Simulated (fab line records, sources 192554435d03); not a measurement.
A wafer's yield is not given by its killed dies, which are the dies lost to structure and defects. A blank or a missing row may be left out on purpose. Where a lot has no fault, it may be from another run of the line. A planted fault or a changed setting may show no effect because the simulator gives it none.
fab line records	flow n5Finfet
[record] lots = 7	wafers = 21
route steps=1938 shown BEOL_M11@1541 BEOL_M12@1602 BEOL_M13@1694
startH: the number of hours between the record's first day and the start of the first shown wafer of the lot	waitH: how many hours have passed since the lot's step before this one	" identical to the entry in the row above	L1.1+2: one row covering several wafers at once	- no value, or no start was given	* or withheld: withheld	< > ~ a bound
route shown NAME@n: a module of which the file shows steps, and the number in the route of the first	usual: mean/standard deviation of fault-free wafers	same: alike in all rows	chamber/n: place in a boat	sites: per-site readings	_std_site: how widely they spread, as a standard deviation	_edge_site: the outer-site mean with the inner-site mean subtracted	radiusMm: how far each site lies from the wafer's centre	mask NAME#n: copy n	behind: the tool/chamber that last shaped the wafer	hold: why the lot was held/for how many hours/how that ended	device: names the non-switching transistor (n, p or np)	end of line: tests run on the same wafers once the route is complete	a step with no rows: only its recipe	killed: not the wafer's yield, but the dies lost to structure and defects at the first sort	map: a wafer's dies, x killed, . not, _ none there
set.NAME: the setting as run; set.NAME@STEP: as run at that earlier step	model.NAME: the simulator's own value behind a step, which no gauge read
lots where settings were altered on purpose, with a table for each step and a row for each wafer
[[steps]]
[step N5_BEOL_M11_COAT_59]
[recipe] resist = SOC	tempC = 250	timeS = 60	spinRpm = 1500	resistThkNm = 100
lot.wafer	tool	chamber	startH	waitH	set.spinRpm	model.SOC_of_BEOL_M11_COAT_59.thkNm
L079.2+4	lithoTrack-04	0	248.42	0.1	1500	99.6
L079.5	"	0	"	"	1500	99.4
L082.1+6	lithoTrack-04	0	265.09	0.1	1500	99.8
L082.2	"	0	"	"	1500	99.6
L084.2+4	lithoTrack-05	0	280.89	0.1	1500	100
L084.6	"	0	"	"	1500	99.8
L086.3	lithoTrack-02	0	281.39	0.1	1500	100.2
L086.5+6	"	0	"	"	1500	99.8
L087.1+2	lithoTrack-05	0	297.84	0.1	1500	100
L087.5	"	0	"	"	1383	104.4
L088.1+5	lithoTrack-02	0	300.78	0.1	1654	95
L088.3	"	0	"	"	1500	99.8
L091.2	lithoTrack-02	0	328.02	0.1	1500	99.8
L091.5	"	0	"	"	1500	100.2
L091.6	"	0	"	"	1500	99.6
[step N5_BEOL_M11_COAT_60]
[recipe] resist = SiARC	tempC = 220	timeS = 60	spinRpm = 1500	resistThkNm = 30
[step N5_BEOL_M11_COAT_05]
[recipe] resist = CAR-ArF	spinRpm = 1500	resistThkNm = 90
[step N5_BEOL_M11_DESCUM_16]
[recipe] chemistry = O2	timeS = 7.9	sourcePowerW = 50	biasPowerW = 20	pressureMtorr = 20	rfFrequencyHz = 2.712e+07	tempC = 40	resist = CAR-ArF	o2FlowSccm = 225
[step N5_BEOL_M11_ETCH_61]
[recipe] chemistry = CF4	target = SiARC	targetDepthA = 390	maskMaterial = CAR-ArF	timeS = 65	ionEnergyEv = 80	pressureMtorr = 40	sourceW = 545	biasW = 36	Ar_flow_sccm = 100	cf4FlowSccm = 100	ends = cleared
[step N5_BEOL_M11_ETCH_62]
[recipe] chemistry = N2/H2	target = SOC	targetDepthA = 1100	overetchA = 220	maskMaterial = SiARC	tempC = 40	timeS = 165	ionEnergyEv = 200	pressureMtorr = 30	sourceW = 840	biasW = 150	n2FlowSccm = 200	h2FlowSccm = 200
lot.wafer	tool	chamber	startH	waitH	set.spinRpm@BEOL_M11_COAT_59	model.etch.depthNm
L079.2	rieDiel-03	3	248.85	0.0	1500	99.61
L079.4	"	1	"	"	1500	99.6
L079.5	"	0	"	"	1500	99.45
L082.1	rieDiel-05	0	265.63	0.0	1500	99.89
L082.2	"	2	"	"	1500	99.54
L082.6	"	2	"	"	1500	99.76
L084.2	rieDiel-06	1	281.32	0.0	1500	100
L084.4	"	2	"	"	1500	100.1
L084.6	"	0	"	"	1500	99.85
L086.3	rieDiel-06	2	281.98	0.0	1500	100.1
L086.5	"	1	"	"	1500	99.82
L086.6	"	0	"	"	1500	99.86
L087.1	rieDiel-03	1	298.26	0.0	1500	100
L087.2	"	0	"	"	1500	99.91
L087.5	"	1	"	"	1383	104.5
L088.1	rieDiel-05	1	301.32	0.0	1654	95
L088.3	"	0	"	"	1500	99.89
L088.5	"	0	"	"	1654	94.91
L091.2	rieDiel-05	0	328.43	0.0	1500	99.78
L091.5	"	0	"	"	1500	100.1
L091.6	"	1	"	"	1500	99.65
[step N5_BEOL_M11_STRIP_68]
[recipe] chemistry = N2/H2	tempC = 40	n2FlowSccm = 200	h2FlowSccm = 200	rfFrequencyHz = 6e+07
[step N5_BEOL_M11_STRIP_67]
[recipe] chemistry = CF4	resist = SiARC	powerW = 300	biasPowerW = 75	pressureMtorr = 50	cf4FlowSccm = 150	rfFrequencyHz = 6e+07
[step N5_BEOL_M11_HM_OPEN_17]
[recipe] chemistry = Cl2/BCl3	targetDepthA = 200	overetchA = 60	target = TiN	maskMaterial = SOC	ionEnergyEv = 150	pressureMtorr = 10	icpW = 1000	biasW = 126	Cl2_flow_sccm = 53.25	bcl3FlowSccm = 21.75	Ar_flow_sccm = 25
lot.wafer	tool	chamber	startH	waitH	set.spinRpm@BEOL_M11_COAT_59	model.SOC_of_BEOL_M11_COAT_59.thkNm
L079.2+4+5	rieMetal-03	1,0,0	249.04	0.0	1500	91.4
L082.1+6	rieMetal-01	0	265.82	0.0	1500	92
L082.2	"	1	"	"	1500	91.8
L084.2+4	rieMetal-01	1,0	281.51	0.0	1500	92.4
L084.6	"	0	"	"	1500	92.2
L086.3	rieMetal-02	0	282.20	0.1	1500	92.4
L086.5	"	1	"	"	1500	91.8
L086.6	"	0	"	"	1500	92
L087.1	rieMetal-03	0	298.44	0.0	1500	92
L087.2	"	1	"	"	1500	91.8
L087.5	"	1	"	"	1383	96.2
L088.1+5	rieMetal-03	1	301.50	0.0	1654	86.8
L088.3	"	0	"	"	1500	91.8
L091.2+6	rieMetal-01	0,1	328.62	0.0	1500	92
L091.5	"	0	"	"	1500	92.4
[step N5_BEOL_M11_STRIP_19]
[recipe] chemistry = O2	powerW = 400	tempC = 40	pressureMtorr = 30	rfFrequencyHz = 6e+07	biasPowerW = 0	overashFraction = 0.2	o2FlowSccm = 225
[step N5_BEOL_M11_STRIP_77]
[recipe] chemistry = N2/H2	timeS = 10	powerW = 450	tempC = 40	pressureMtorr = 20	rfFrequencyHz = 6e+07	biasPowerW = 7	n2FlowSccm = 200	h2FlowSccm = 200
[step N5_BEOL_M11_HM_STRIP_39]
[recipe] chemistry = peroxideTinStrip	material = TiN	targetDepthA = 250	tempC = 50	timeS = 158
lot.wafer	tool	chamber	startH	waitH	set.tempC@BEOL_M11_PECVD_70	model.SiO2_of_BEOL_M11_PECVD_70.thkNm
L079.2+4	wetBench-01	6,7	250.24	0.0	400	19.8
L079.5	"	5	"	"	412.6	18
L082.1	wetBench-04	5	267.42	0.0	400	19.8
L082.2	"	4	"	"	400	19.6
L082.6	"	1	"	"	400	20.2
L084.2	wetBench-05	3	282.71	0.0	400	20.2
L084.4	"	2	"	"	384.7	22.4
L084.6	"	6	"	"	400	20.4
L086.3	wetBench-05	1	283.59	0.0	400	19.4
L086.5	"	3	"	"	400	20
L086.6	"	0	"	"	400	19.6
L087.1	wetBench-01	6	299.65	0.0	400	19.8
L087.2	"	1	"	"	385.5	21.4
L087.5	"	7	"	"	385.5	21.8
L088.1	wetBench-01	4	303.36	0.0	385.7	21.6
L088.3	"	7	"	"	385.7	21.2
L088.5	"	5	"	"	400	20
L091.2	wetBench-04	0	330.14	0.0	410.2	18.4
L091.5	"	7	"	"	410.2	18.6
L091.6	"	1	"	"	400	19.8
[step N5_BEOL_M12_ILD_DEP_00]
[recipe] material = SiOC	targetThkA = 6589.2	tempC = 350	precursor = DEMS/O2	pressureTorr = 5	rfW = 500	timeS = 130.7
lot.wafer	tool	chamber	startH	waitH	set.timeS	model.SiOC_of_BEOL_M12_ILD_DEP_00.thkNm
L079.2	pecvd-01	2	252.46	0.0	130.7	658.2
L079.4	"	0	"	"	141.6	726.8
L079.5	"	1	"	"	141.6	720
L082.1	pecvd-04	0	270.73	0.0	130.7	651.4
L082.2	"	1	"	"	130.7	656.4
L082.6	"	2	"	"	130.7	671
L084.2	pecvd-01	2	285.54	0.0	111.8	568.2
L084.4	"	1	"	"	130.7	664.6
L084.6	"	0	"	"	130.7	679.4
L086.3	pecvd-04	2	285.97	0.0	130.7	656.4
L086.5	"	0	"	"	144.1	731.8
L086.6	"	2	"	"	144.1	735.6
L087.1	pecvd-04	2	302.48	0.0	130.7	655
L087.2	"	1	"	"	139.1	704.4
L087.5	"	0	"	"	130.7	656.2
L088.1	pecvd-04	2	305.70	0.0	148.1	746.4
L088.3	"	0	"	"	130.7	667.6
L088.5	"	2	"	"	148.1	767.8
L091.2	pecvd-01	1	332.60	0.0	130.7	657.2
L091.5	"	1	"	"	150.2	762.8
L091.6	"	0	"	"	130.7	666.8
[step N5_BEOL_M12_THK_MEAS_01]
[recipe] reads = SiOC_of_BEOL_M12_ILD_DEP_00
[usual] M12_ILD_THK = 659/7.8
lot.wafer	tool	chamber	startH	waitH	set.timeS@BEOL_M12_ILD_DEP_00	M12_ILD_THK[nm]
L079.2	filmMetro-02	-	252.59	0.1	130.7	658
L079.4	"	-	"	"	141.6	727
L079.5	"	-	"	"	141.6	720
L082.1	filmMetro-02	-	270.86	0.1	130.7	651
L082.2	"	-	"	"	130.7	656
L082.6	"	-	"	"	130.7	671
L084.2	filmMetro-01	-	285.67	0.1	111.8	568
L084.4	"	-	"	"	130.7	665
L084.6	"	-	"	"	130.7	680
L086.3	filmMetro-02	-	286.11	0.1	130.7	657
L086.5	"	-	"	"	144.1	732
L086.6	"	-	"	"	144.1	736
L087.1	filmMetro-02	-	302.61	0.1	130.7	655
L087.2	"	-	"	"	139.1	705
L087.5	"	-	"	"	130.7	656
L088.1	filmMetro-01	-	305.83	0.1	148.1	747
L088.3	"	-	"	"	130.7	668
L088.5	"	-	"	"	148.1	769
L091.2	filmMetro-02	-	332.73	0.1	130.7	657
L091.5	"	-	"	"	150.2	763
L091.6	"	-	"	"	130.7	667
[step N5_BEOL_M12_COAT_58]
[recipe] resist = BARC	tempC = 205	timeS = 60	spinRpm = 1500	resistThkNm = 89
[step N5_BEOL_M12_COAT_04]
[recipe] spinRpm = 1625	resistThkNm = 400
[step N5_BEOL_M12_DESCUM_15]
[recipe] chemistry = O2	timeS = 7.9	sourcePowerW = 50	biasPowerW = 20	pressureMtorr = 20	rfFrequencyHz = 2.712e+07	tempC = 40	o2FlowSccm = 225
[step N5_BEOL_M12_ETCH_59]
[recipe] chemistry = N2/H2	target = BARC	targetDepthA = 890	overetchA = 267	timeS = 67.9	ionEnergyEv = 200	pressureMtorr = 30	sourceW = 840	biasW = 150	n2FlowSccm = 200	h2FlowSccm = 200
[step N5_BEOL_M12_VIA_ETCH_16]
[recipe] chemistry = C4F8/O2/Ar	target = SiOC	pressureMtorr = 30	sourceW = 3000	biasW = 700	Ar_flow_sccm = 400	C4F8_flow_sccm = 15	O2_flow_sccm = 8	heInnerTorr = 15	heOuterTorr = 30	targetDepthA = 7248	timeS = withheld	ionEnergyEv = 250	ends = cleared
lot.wafer	tool	chamber	startH	waitH	set.timeS@BEOL_M12_ILD_DEP_00	model.etch.depthNm	model.coat_of_BEOL_M12_COAT_04.thkNm
L079.2	rieDiel-02	3	253.07	0.0	*	658.3	125
L079.4	"	0	"	"	*	726.8	103
L079.5	"	3	"	"	*	720	107
L082.1	rieDiel-04	0	271.62	0.0	*	651.3	125
L082.2	"	3	"	"	*	656.4	125.2
L082.6	"	0	"	"	*	671	118.8
L084.2	rieDiel-01	2	286.45	0.0	*	568.2	150
L084.4	"	0	"	"	*	664.5	125.4
L084.6	"	1	"	"	*	679.4	115.8
L086.3	rieDiel-01	1	287.32	0.0	*	656.5	122
L086.5	"	1	"	"	*	731.9	99.4
L086.6	"	3	"	"	*	735.7	97.6
L087.1	rieDiel-01	2	303.24	0.0	*	655.1	125
L087.2	"	1	"	"	*	704.5	108.8
L087.5	"	3	"	"	*	656.1	123.2
L088.1	rieDiel-04	3	306.43	0.0	*	746.5	98.4
L088.3	"	2	"	"	*	667.7	120.8
L088.5	"	3	"	"	*	767.9	94
L091.2	rieDiel-04	0	333.36	0.0	*	657.3	123.6
L091.5	"	3	"	"	*	762.9	94.6
L091.6	"	2	"	"	*	666.9	121.6
[step N5_BEOL_M12_STRIP_63]
[recipe] chemistry = N2/H2	powerW = 1000	tempC = 250	h2Frac = 0.65	overashFraction = 0.3	pressureMtorr = 1000	n2FlowSccm = 1750	h2FlowSccm = 3250
[usual] stripTimeToEndpointS = 42.6/0.78
lot.wafer	tool	chamber	startH	waitH	set.timeS@BEOL_M12_ILD_DEP_00	stripTimeToEndpointS
L079.2	plasmaAsher-02	1	253.45	-	130.7	43.0
L079.4	"	1	"	"	141.6	37.0
L079.5	"	1	"	"	141.6	38.2
L082.1	plasmaAsher-01	1	271.82	-	130.7	43.0
L082.2	"	0	"	"	130.7	43.1
L082.6	"	1	"	"	130.7	41.4
L084.2	plasmaAsher-01	0	286.65	-	111.8	49.7
L084.4	"	1	"	"	130.7	43.1
L084.6	"	1	"	"	130.7	40.6
L086.3	plasmaAsher-01	1	287.53	-	130.7	42.2
L086.5	"	1	"	"	144.1	36.1
L086.6	"	0	"	"	144.1	35.6
L087.1	plasmaAsher-02	1	303.44	-	130.7	43.0
L087.2	"	0	"	"	139.1	38.6
L087.5	"	0	"	"	130.7	42.6
L088.1	plasmaAsher-01	0	306.63	-	148.1	35.8
L088.3	"	1	"	"	130.7	41.9
L088.5	"	1	"	"	148.1	34.5
L091.2	plasmaAsher-01	1	333.55	-	130.7	42.6
L091.5	"	1	"	"	150.2	34.7
L091.6	"	0	"	"	130.7	42.1
[step N5_BEOL_M12_TRENCH_ETCH_34]
[recipe] chemistry = C4F8/O2/Ar	target = SiOC	targetDepthA = 3189.5	maskMaterial = SOC	pressureMtorr = 30	sourceW = 3000	biasW = 700	Ar_flow_sccm = 400	C4F8_flow_sccm = 15	O2_flow_sccm = 8	heInnerTorr = 15	heOuterTorr = 30	timeS = 125.5	ionEnergyEv = 250
lot.wafer	tool	chamber	startH	waitH	set.timeS	model.etch.depthNm
L079.2	rieDiel-02	3	254.44	0.0	138.1	341.1
L079.4	"	2	"	"	138.1	351.2
L079.5	"	0	"	"	125.5	319.7
L082.1	rieDiel-01	3	272.95	0.0	125.5	320.2
L082.2	"	0	"	"	125.5	310.3
L082.6	"	1	"	"	125.5	326.7
L084.2	rieDiel-02	3	287.64	0.0	125.5	321.4
L084.4	"	1	"	"	101.8	261.7
L084.6	"	1	"	"	101.8	262.3
L086.3	rieDiel-01	3	288.94	0.0	150.6	389.7
L086.5	"	1	"	"	125.5	328.8
L086.6	"	3	"	"	125.5	324
L087.1	rieDiel-01	2	304.43	0.0	108.4	274.6
L087.2	"	3	"	"	108.4	276
L087.5	"	2	"	"	108.4	275
L088.1	rieDiel-04	1	307.83	0.0	125.5	311.2
L088.3	"	2	"	"	125.5	319.3
L088.5	"	0	"	"	125.5	322
L091.2	rieDiel-01	0	334.54	0.0	102	265.7
L091.5	"	2	"	"	125.5	317.7
L091.6	"	1	"	"	102	266.9
[step N5_BEOL_M12_STRIP_70]
[recipe] chemistry = C4F8/O2/Ar	resist = SiARC	rfFrequencyHz = 6e+07
[step N5_BEOL_M12_OCD_MEAS_35]
[usual] trenchDepthNm = 321/5.5
lot.wafer	tool	chamber	startH	waitH	set.timeS@BEOL_M12_TRENCH_ETCH_34	trenchDepthNm
L079.2	ocd-01	-	254.60	0.0	138.1	341
L079.4	"	-	"	"	138.1	351
L079.5	"	-	"	"	125.5	320
L082.1	ocd-01	-	273.10	0.0	125.5	320
L082.2	"	-	"	"	125.5	310
L082.6	"	-	"	"	125.5	327
L084.2	ocd-01	-	287.79	0.0	125.5	322
L084.4	"	-	"	"	101.8	262
L084.6	"	-	"	"	101.8	262
L086.3	ocd-02	-	289.10	0.0	150.6	390
L086.5	"	-	"	"	125.5	329
L086.6	"	-	"	"	125.5	324
L087.1	ocd-02	-	304.58	0.0	108.4	274
L087.2	"	-	"	"	108.4	276
L087.5	"	-	"	"	108.4	275
L088.1	ocd-02	-	307.98	0.0	125.5	311
L088.3	"	-	"	"	125.5	319
L088.5	"	-	"	"	125.5	322
L091.2	ocd-02	-	334.70	0.0	102	266
L091.5	"	-	"	"	125.5	318
L091.6	"	-	"	"	102	267
[step N5_BEOL_M12_SPUTTER_45]
[recipe] material = Cu	targetThkA = 800	tempC = -20	biasV = 60	powerW = 26000	chamberPressurePa = 0.13	timeS = 13.33
lot.wafer	tool	chamber	startH	waitH	set.timeS
L079.2+4+5	pvdSputter-02	-	262.45	0.0	13.33
L082.1+2+6	pvdSputter-03	-	275.36	0.0	13.33
L084.2+4	pvdSputter-03	-	291.69	0.0	14.29
L084.6	"	-	"	"	13.33
L086.3+6	pvdSputter-03	-	294.53	0.0	13.33
L086.5	"	-	"	"	15.03
L087.1+5	pvdSputter-02	-	305.74	0.0	13.33
L087.2	"	-	"	"	11.85
L088.1+3+5	pvdSputter-01	-	309.87	0.0	14.88
L091.2	pvdSputter-01	-	335.69	0.0	13.33
L091.5+6	"	-	"	"	15.07
[step N5_BEOL_M12_ECD_47]
[recipe] material = Cu	targetThkA = 7200
[step N5_BEOL_M12_ANNEAL_48]
[recipe] tempC = 225	timeS = 90	ambient = N2
[step N5_BEOL_M12_CMP_49]
[recipe] stopOn = SiOC	tOverpolishS = 20.6	downForcePsi = 1	platenRpm = 50	clearingPlatenDownForcePsi = 1.5	clearingPlatenRpm = 50	postCmpClean = cuAlkaline	targetThkNm = 320	clearingPlatenPadVelocityMS = 0.99484	padVelocityMS = 0.99484
lot.wafer	tool	chamber	startH	waitH	set.timeS@BEOL_M12_TRENCH_ETCH_34	model.Cu_of_BEOL_M12_ECD_47.thkNm
L079.4	cmp-04	0	263.44	0.1	138.1	351.6
L079.2	"	3	"	"	138.1	340
L079.5	"	1	"	"	125.5	319.4
L082.2	cmp-03	0	275.93	0.2	125.5	309.6
L082.1	"	2	"	"	125.5	320.4
L082.6	"	1	"	"	125.5	328
L084.4	cmp-01	0	293.05	0.1	101.8	-
L084.2	"	2	"	"	125.5	-
L084.6	"	1	"	"	101.8	264.2
L086.3	cmp-04	3	295.17	0.2	150.6	390
L086.6	"	1	"	"	125.5	323.6
L086.5	"	2	"	"	125.5	-
L087.2	cmp-03	0	306.48	0.3	108.4	-
L087.1	"	1	"	"	108.4	275.2
L087.5	"	3	"	"	108.4	275.8
L088.3+1+5	cmp-01	0,3,0	310.43	0.2	125.5	-
L091.2	cmp-03	0	336.32	0.3	102	264.8
L091.6	"	2	"	"	102	-
L091.5	"	3	"	"	125.5	-
[step N5_BEOL_M12_PRE_CLEAN_52]
[recipe] gas = NH3	timeS = 15	tempC = withheld	rfPowerW = 300
[step N5_BEOL_M12_DEP_53]
[recipe] material = SiCN	targetThkA = 300	tempC = withheld	precursor = 3MS/NH3	pressureTorr = 3	rfW = 675	timeS = 10.5
[step N5_BEOL_M12_RS_MEAS_54]
[recipe] thkMeasGauge = four-point-probe	reads = Cu_of_BEOL_M12_ECD_47+Ta_of_BEOL_M12_SPUTTER_44+TaN_of_BEOL_M12_SPUTTER_43
[usual] M12_RS = 0.0597/0.0011
lot.wafer	tool	chamber	startH	waitH	set.timeS@BEOL_M12_TRENCH_ETCH_34	M12_RS[ohm/sq]
L079.2	filmMetro-02	-	263.92	0.0	138.1	0.0564
L079.4	"	-	"	"	138.1	0.0545
L079.5	"	-	"	"	125.5	0.0602
L082.1	filmMetro-02	-	276.35	0.0	125.5	0.0600
L082.2	"	-	"	"	125.5	0.0621
L082.6	"	-	"	"	125.5	0.0585
L084.2	filmMetro-02	-	293.47	0.0	125.5	0.0594
L084.4	"	-	"	"	101.8	0.0741
L084.6	"	-	"	"	101.8	0.0735
L086.3	filmMetro-02	-	295.52	0.0	150.6	0.0489
L086.5	"	-	"	"	125.5	0.0583
L086.6	"	-	"	"	125.5	0.0594
L087.1	filmMetro-01	-	306.86	0.0	108.4	0.0705
L087.2	"	-	"	"	108.4	0.0704
L087.5	"	-	"	"	108.4	0.0702
L088.1	filmMetro-02	-	310.85	0.0	125.5	0.0622
L088.3	"	-	"	"	125.5	0.0600
L088.5	"	-	"	"	125.5	0.0598
L091.2	filmMetro-02	-	336.67	0.0	102	0.0733
L091.5	"	-	"	"	125.5	0.0607
L091.6	"	-	"	"	102	0.0729
[step N5_BEOL_M13_ETCH_68]
[recipe] chemistry = N2/H2	target = SOC	maskMaterial = SiARC	sourceW = 3000	biasW = 350	tempC = 40	timeS = 355	ionEnergyEv = 200	pressureMtorr = 30	n2FlowSccm = 200	h2FlowSccm = 200
lot.wafer	tool	chamber	startH	waitH	set.timeS	model.SiARC_of_BEOL_M13_COAT_66.thkNm
L079.2	rieDiel-05	3	266.06	0.1	355	76.6
L079.4	"	1	"	"	377.1	74.4
L079.5	"	2	"	"	355	76.2
L082.1	rieDiel-05	1	280.03	0.1	355	76.2
L082.2+6	"	0	"	"	355	76.6
L084.2	rieDiel-05	3	295.63	0.1	355	77.4
L084.4	"	0	"	"	312.7	80.8
L084.6	"	1	"	"	355	76.6
L086.3	rieDiel-06	0	297.40	0.1	355	77
L086.5	"	1	"	"	355	78
L086.6	"	0	"	"	355	76.8
L087.1	rieDiel-06	0	308.88	0.1	355	77.6
L087.2	"	2	"	"	355	77.4
L087.5	"	3	"	"	355	76.6
L088.1	rieDiel-03	3	312.75	0.1	276.7	84.4
L088.3	"	0	"	"	355	76.8
L088.5	"	2	"	"	355	77.2
L091.2+5	rieDiel-05	1	338.64	0.1	427.4	69.6
L091.6	"	0	"	"	355	77.4
[step N5_BEOL_M13_SPUTTER_44]
[recipe] material = Ta	targetThkA = 100	tempC = 50	biasV = 80	powerW = 15000	chamberPressurePa = 0.07	timeS = 16.13
lot.wafer	tool	chamber	startH	waitH	set.timeS	model.Ta_of_BEOL_M13_SPUTTER_44.thkNm
L079.2	pvdSputter-01	-	267.95	0.0	14.27	8.8
L079.4	"	-	"	"	16.13	9.8
L079.5	"	-	"	"	14.27	8.6
L082.1	pvdSputter-02	-	283.13	0.0	16.13	10.4
L082.2	"	-	"	"	16.13	10
L082.6	"	-	"	"	16.13	10.2
L084.2+6	pvdSputter-01	-	296.93	0.0	16.13	9.6
L084.4	"	-	"	"	18.02	10.8
L086.3	pvdSputter-02	-	300.01	0.0	14.54	8.8
L086.5	"	-	"	"	16.13	10
L086.6	"	-	"	"	16.13	9.8
L087.1	pvdSputter-02	-	312.84	0.0	16.13	10.2
L087.2+5	"	-	"	"	14.57	9.2
L088.1	pvdSputter-01	-	316.35	0.0	16.13	9.8
L088.3	"	-	"	"	13.92	8.4
L088.5	"	-	"	"	16.13	10
L091.2+6	pvdSputter-03	-	339.76	0.0	16.13	10
L091.5	"	-	"	"	14.44	8.8
[[key]]
[split] step = N5_BEOL_M11_COAT_59	setting = spinRpm	stated = 1500	by = wafer
[response] step = N5_BEOL_M11_COAT_59	reading = model.SOC_of_BEOL_M11_COAT_59.thkNm	change = -0.503	per = 1%	r = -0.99
[response] step = N5_BEOL_M11_ETCH_62	reading = model.etch.depthNm	change = -0.515	per = 1%	r = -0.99
[response] step = N5_BEOL_M11_HM_OPEN_17	reading = model.SOC_of_BEOL_M11_COAT_59.thkNm	change = -0.511	per = 1%	r = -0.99
[split] step = N5_BEOL_M12_ILD_DEP_00	setting = timeS	stated = 130.7	by = wafer
[response] step = N5_BEOL_M12_ILD_DEP_00	reading = model.SiOC_of_BEOL_M12_ILD_DEP_00.thkNm	change = +7.09	per = 1%	r = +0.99
[response] step = N5_BEOL_M12_THK_MEAS_01	reading = M12_ILD_THK	change = +7.1	per = 1%	r = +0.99
[response] step = N5_BEOL_M12_VIA_ETCH_16	reading = model.etch.depthNm	change = +7.09	per = 1%	r = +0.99
[response] step = N5_BEOL_M12_VIA_ETCH_16	reading = model.coat_of_BEOL_M12_COAT_04.thkNm	change = -2.03	per = 1%	r = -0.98
[response] step = N5_BEOL_M12_STRIP_63	reading = stripTimeToEndpointS	change = *	per = 1%	r = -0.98
[split] step = N5_BEOL_M12_TRENCH_ETCH_34	setting = timeS	stated = 125.5	by = wafer
[response] step = N5_BEOL_M12_TRENCH_ETCH_34	reading = model.etch.depthNm	change = +2.99	per = 1%	r = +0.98
[response] step = N5_BEOL_M12_OCD_MEAS_35	reading = trenchDepthNm	change = +3	per = 1%	r = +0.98
[response] step = N5_BEOL_M12_CMP_49	reading = model.Cu_of_BEOL_M12_ECD_47.thkNm	change = +3.15	per = 1%	r = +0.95
[response] step = N5_BEOL_M12_RS_MEAS_54	reading = M12_RS	change = -0.000621	per = 1%	r = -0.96
[split] step = N5_BEOL_M12_SPUTTER_45	setting = timeS	stated = 13.33	by = wafer
response none clear
[split] step = N5_BEOL_M13_ETCH_68	setting = timeS	stated = 355	by = wafer
[response] step = N5_BEOL_M13_ETCH_68	reading = model.SiARC_of_BEOL_M13_COAT_66.thkNm	change = -0.351	per = 1%	r = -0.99
[split] step = N5_BEOL_M13_SPUTTER_44	setting = timeS	stated = 16.13	by = wafer
[response] step = N5_BEOL_M13_SPUTTER_44	reading = model.Ta_of_BEOL_M13_SPUTTER_44.thkNm	change = +0.106	per = 1%	r = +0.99
split outsideThisFile step=N5_BEOL_M11_PECVD_70 setting=tempC
// split outsideThisFile: this setting was split too, and the file shows its column; the key of that split is in another file
